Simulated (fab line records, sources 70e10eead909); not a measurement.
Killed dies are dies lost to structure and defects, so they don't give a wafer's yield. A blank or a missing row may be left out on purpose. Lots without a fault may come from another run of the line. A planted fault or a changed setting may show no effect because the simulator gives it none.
Chamber matching | flow nand_harc | NHARC_P_GATE_STRIP_108 on rie_diel-10: 4 sister chambers
The step strips in O2. 27 wafers are shown with their chamber, then 12 later ones without.

WAFERS WITH THEIR CHAMBER
wafer  | chamber | showerhead_plenum_p_Torr (Torr) | drypump_motor_current_A (A) | oes_product_au (a.u.)
L074.2 | 2       | 3.50                            | 5.5                         | 0.996
L074.3 | 3       | 3.43                            | 5.7                         | 1.000
L074.5 | 1       | 3.38                            | 5.8                         | 0.987
L078.2 | 3       | 3.43                            | 5.7                         | 1.019
L078.3 | 0       | 3.67                            | 5.9                         | 0.986
L078.6 | 3       | 3.42                            | 5.7                         | 1.006
L081.3 | 0       | 3.67                            | 5.9                         | 1.003
L081.5 | 2       | 3.49                            | 5.5                         | 1.010
L081.6 | 1       | 3.38                            | 5.8                         | 0.977
L082.1 | 3       | 3.42                            | 5.7                         | 1.007
L082.5 | 0       | 3.67                            | 5.9                         | 0.998
L082.6 | 3       | 3.42                            | 5.7                         | 1.015
L082.2 | 0       | 3.67                            | 5.9                         | 1.005
L082.3 | 1       | 3.38                            | 5.7                         | 0.988
L082.4 | 2       | 3.49                            | 5.4                         | 1.028
L085.1 | 3       | 3.42                            | 5.7                         | 1.014
L085.3 | 2       | 3.49                            | 5.5                         | 1.022
L085.6 | 2       | 3.49                            | 5.5                         | 1.019
L086.2 | 3       | 3.42                            | 5.7                         | 1.005
L086.3 | 1       | 3.38                            | 5.8                         | 0.982
L086.4 | 2       | 3.49                            | 5.5                         | 0.999
L086.1 | 0       | 3.67                            | 5.9                         | 0.990
L086.5 | 1       | 3.38                            | 5.8                         | 0.978
L086.6 | 2       | 3.49                            | 5.4                         | 1.005
L088.3 | 0       | 3.67                            | 5.9                         | 0.998
L088.5 | 3       | 3.42                            | 5.7                         | 1.003
L088.6 | 0       | 3.67                            | 5.9                         | 0.996

SIGNATURES (means of the wafers above)
reading                  | chamber 0 | chamber 1 | chamber 2 | chamber 3 | scatter within a chamber
showerhead_plenum_p_Torr | 3.6700    | 3.3800    | 3.4914    | 3.4225    | 0.0032
drypump_motor_current_A  | 5.900     | 5.780     | 5.471     | 5.700     | 0.0311
oes_product_au           | 0.99657   | 0.98240   | 1.01129   | 1.00862   | 0.00823
Rule: a wafer's distance from a chamber is the root of the sum, over the readings, of the square of ((its reading less the chamber's mean) divided by the reading's scatter). The wafer belongs to the nearest chamber; if the next one is less than 2 further off, it can't be placed. The scatter: the root of (the sum of the squares of (reading less its chamber's mean) over the shown wafers, divided by (wafers less chambers)).

WAFERS WITHOUT THEIR CHAMBER
wafer  | showerhead_plenum_p_Torr (Torr) | drypump_motor_current_A (A) | oes_product_au (a.u.)
L089.3 | 3.49                            | 5.4                         | 1.004
L089.4 | 3.67                            | 5.9                         | 1.005
L089.6 | 3.38                            | 5.8                         | 1.001
L090.2 | 3.49                            | 5.5                         | 1.000
L090.4 | 3.49                            | 5.4                         | 1.002
L090.5 | 3.42                            | 5.7                         | 1.008
L092.4 | 3.49                            | 5.5                         | 0.994
L092.5 | 3.42                            | 5.7                         | 1.024
L092.6 | 3.49                            | 5.4                         | 1.003
L096.2 | 3.42                            | 5.7                         | 1.011
L096.3 | 3.38                            | 5.8                         | 0.995
L096.6 | 3.38                            | 5.8                         | 0.984

WHICH CHAMBER EACH WENT THROUGH
wafer  | from the rows above | in truth
L089.3 | 2                   | 2
L089.4 | 0                   | 0
L089.6 | 1                   | 1
L090.2 | 2                   | 2
L090.4 | 2                   | 2
L090.5 | 3                   | 3
L092.4 | 2                   | 2
L092.5 | 3                   | 3
L092.6 | 2                   | 2
L096.2 | 3                   | 3
L096.3 | 1                   | 1
L096.6 | 1                   | 1
Placed correctly: 12 of 12. Can't be placed from these rows: 0. Placed wrongly: 0.
